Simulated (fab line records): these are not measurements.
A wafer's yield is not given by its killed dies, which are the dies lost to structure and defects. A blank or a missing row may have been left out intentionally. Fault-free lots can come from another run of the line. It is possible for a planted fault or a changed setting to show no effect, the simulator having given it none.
Lot-split experiment | flow n5Finfet | on a route of 1938 steps: 7 lots, 21 wafers read

== ABOUT THE SPLIT ==
At N5_BEOL_M7_COAT_05 (resist thk 90 nm), the setting spinRpm was moved away from the recipe's 1500 rpm on 7 of the 21 wafers read, by -4.7% to +7.9%. The other wafers ran this setting at the recipe's value.

== FROM THE SPLIT TO THE READING: what the file shows between them, 5 steps ==
- N5_BEOL_M7_EBR_07
- N5_BEOL_M7_SOFTBAKE_06: time 60 s
- N5_BEOL_M7_EXPOSE_08: exposes mask M7
- N5_BEOL_M7_PEB_09: peb time 60 s
- N5_BEOL_M7_DEVELOP_10: develop time 30 s

== THE READING ==
CAR-ArF_of_BEOL_M7_COAT_05.thkNm (the simulator's own value, which no gauge read), in nm, at N5_BEOL_M7_DESCUM_16 (chemistry O2, time 7.9 s). The file gives no usual value for it. The 14 wafers here that ran the recipe average 83.5 nm, standard deviation 0.19 nm.

wafer  | tool, chamber at the split | spinRpm as run, rpm | against the recipe | CAR-ArF_of_BEOL_M7_COAT_05.thkNm, nm | against lot-mates on the recipe
L075.1 | lithoTrack-03, 0           | 1500                | recipe             | 83.4                                 | -
L075.2 | lithoTrack-03, 0           | 1500                | recipe             | 83.2                                 | -
L075.3 | lithoTrack-03, 0           | 1603                | +6.9%              | 80.6                                 | -2.7
L081.1 | lithoTrack-05, 0           | 1551                | +3.4%              | 81.8                                 | -1.6
L081.2 | lithoTrack-05, 0           | 1551                | +3.4%              | 82                                   | -1.4
L081.5 | lithoTrack-05, 0           | 1500                | recipe             | 83.4                                 | -
L082.1 | lithoTrack-04, 0           | 1500                | recipe             | 83.8                                 | -
L082.2 | lithoTrack-04, 0           | 1500                | recipe             | 83.6                                 | -
L082.5 | lithoTrack-04, 0           | 1500                | recipe             | 83.4                                 | -
L084.3 | lithoTrack-03, 0           | 1500                | recipe             | 83.2                                 | -
L084.5 | lithoTrack-03, 0           | 1500                | recipe             | 83.2                                 | -
L084.6 | lithoTrack-03, 0           | 1500                | recipe             | 83.4                                 | -
L096.2 | lithoTrack-05, 0           | 1500                | recipe             | 83.8                                 | -
L096.3 | lithoTrack-05, 0           | 1500                | recipe             | 83.4                                 | -
L096.4 | lithoTrack-05, 0           | 1500                | recipe             | 83.6                                 | -
L094.3 | lithoTrack-03, 0           | 1500                | recipe             | 83.6                                 | -
L094.4 | lithoTrack-03, 0           | 1430                | -4.7%              | 85.6                                 | +2.1
L094.5 | lithoTrack-03, 0           | 1500                | recipe             | 83.4                                 | -
L097.3 | lithoTrack-05, 0           | 1619                | +7.9%              | 80                                   | no lot-mate on the recipe
L097.5 | lithoTrack-05, 0           | 1619                | +7.9%              | 80.6                                 | no lot-mate on the recipe
L097.6 | lithoTrack-05, 0           | 1619                | +7.9%              | 80.6                                 | no lot-mate on the recipe

THE FIT
A straight line over all 21 wafers: CAR-ArF_of_BEOL_M7_COAT_05.thkNm changes by -0.404 nm for each +1% of spinRpm; r = -0.99; the points scatter about the line by 0.23 nm.
The same after taking each lot's own level away (the mean of its wafers on the recipe; 18 wafers): -0.42 nm for each +1%; r = -0.99; scatter 0.14 nm.
The reading moves by 3.3 nm for the largest change in spinRpm, on that fit.
The span of the lots' own levels, 83.27 to 83.60 nm, comes to 1.7 times the standard deviation stated above.
The two slopes agree, so the slope changes little with the lot-to-lot level.
Check: for one of the wafers moved furthest among these (+6.9%), held out of the fit, the line's prediction against its lot-mates is -3.06 nm. Against them it came out at -2.7 nm.

== THE OTHER SPLITS THESE WAFERS WENT THROUGH ==
Note: prior to the reading, these wafers also went through further splits. Each is held against what the fit with the lots' levels taken away leaves over:
other split on the same wafers | wafers away from the commonest value | r with CAR-ArF_of_BEOL_M7_COAT_05.thkNm (lot level and that fit taken away)
N5_BEOL_M5_ETCH_72 biasW       | 4                                    | -0.17
N5_BEOL_M6_ILD_DEP_00 timeS    | 6                                    | +0.16
N5_BEOL_M6_COAT_05 spinRpm     | 7                                    | -0.11

== THE WHOLE CHAIN: every reading that the file lists as answering this split, in the file's order ==
step                  | what it does             | reading                                                                           | change (the file's fit)               | r (the file's)
N5_BEOL_M7_COAT_05    | resist thk 90 nm         | CAR-ArF_of_BEOL_M7_COAT_05.thkNm (the simulator's own value, which no gauge read) | -0.436 nm for each +1% of the setting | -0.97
N5_BEOL_M7_DEVELOP_10 | develop time 30 s        | CAR-ArF_of_BEOL_M7_COAT_05.thkNm (the simulator's own value, which no gauge read) | -0.42 nm for each +1% of the setting  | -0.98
N5_BEOL_M7_DESCUM_16  | chemistry O2, time 7.9 s | CAR-ArF_of_BEOL_M7_COAT_05.thkNm (the simulator's own value, which no gauge read) | -0.415 nm for each +1% of the setting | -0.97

== FILE'S OWN FIT ==
CAR-ArF_of_BEOL_M7_COAT_05.thkNm changes by -0.415 nm for each +1% of spinRpm, r = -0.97.
